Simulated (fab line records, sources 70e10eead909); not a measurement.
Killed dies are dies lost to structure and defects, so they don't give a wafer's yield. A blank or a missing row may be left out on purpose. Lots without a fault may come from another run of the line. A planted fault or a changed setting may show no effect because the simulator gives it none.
Chamber matching | flow nand_harc | NHARC_A_CHANNEL_FILL_D2_ETCHBACK_19 on rie_si-05: 4 sister chambers
The step etches the open film in HBr/Cl2, target depth 5 nm, time 1.7 s. 8 wafers are shown with their chamber, then 8 later ones without.

WAFERS WITH THEIR CHAMBER
wafer  | chamber | drypump_motor_current_A (A) | oes_product_au (a.u.)
L074.4 | 0       | 5.1                         | 0.989
L078.6 | 3       | 5.8                         | 1.017
L082.1 | 2       | 5.1                         | 0.983
L082.4 | 0       | 5.0                         | 0.997
L085.1 | 1       | 6.2                         | 1.008
L085.3 | 3       | 5.8                         | 1.002
L085.4 | 2       | 5.1                         | 0.993
L088.1 | 1       | 6.1                         | 1.004

WAFERS WITHOUT THEIR CHAMBER
wafer  | drypump_motor_current_A (A) | oes_product_au (a.u.)
L088.5 | 6.1                         | 1.000
L088.6 | 5.0                         | 0.982
L093.1 | 5.8                         | 0.996
L093.2 | 5.2                         | 1.018
L093.4 | 6.1                         | 1.013
L094.1 | 6.2                         | 1.011
L094.2 | 5.1                         | 1.011
L094.5 | 5.1                         | 0.997

WHICH CHAMBER EACH WENT THROUGH
wafer  | from the rows above     | in truth
L088.5 | 1                       | 1
L088.6 | can't be placed: 0 or 2 | 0
L093.1 | 3                       | 3
L093.2 | can't be placed: 0 or 2 | 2
L093.4 | 1                       | 1
L094.1 | 1                       | 1
L094.2 | can't be placed: 0 or 2 | 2
L094.5 | can't be placed: 0 or 2 | 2
Placed correctly: 4 of 8. Can't be placed from these rows: 4 (the true chamber is among the candidates in 4). Placed wrongly: 0.
How it was worked out, from the rows above alone: a wafer's distance from a chamber is the root of the sum, over the readings, of the square of ((its reading less the chamber's mean) divided by the reading's scatter). The wafer belongs to the nearest chamber; if the next one is less than 2 further off, it can't be placed. A chamber's mean is the mean of its shown wafers. The scatter: the root of (the sum of the squares of (reading less its chamber's mean) over the shown wafers, divided by (wafers less chambers)).
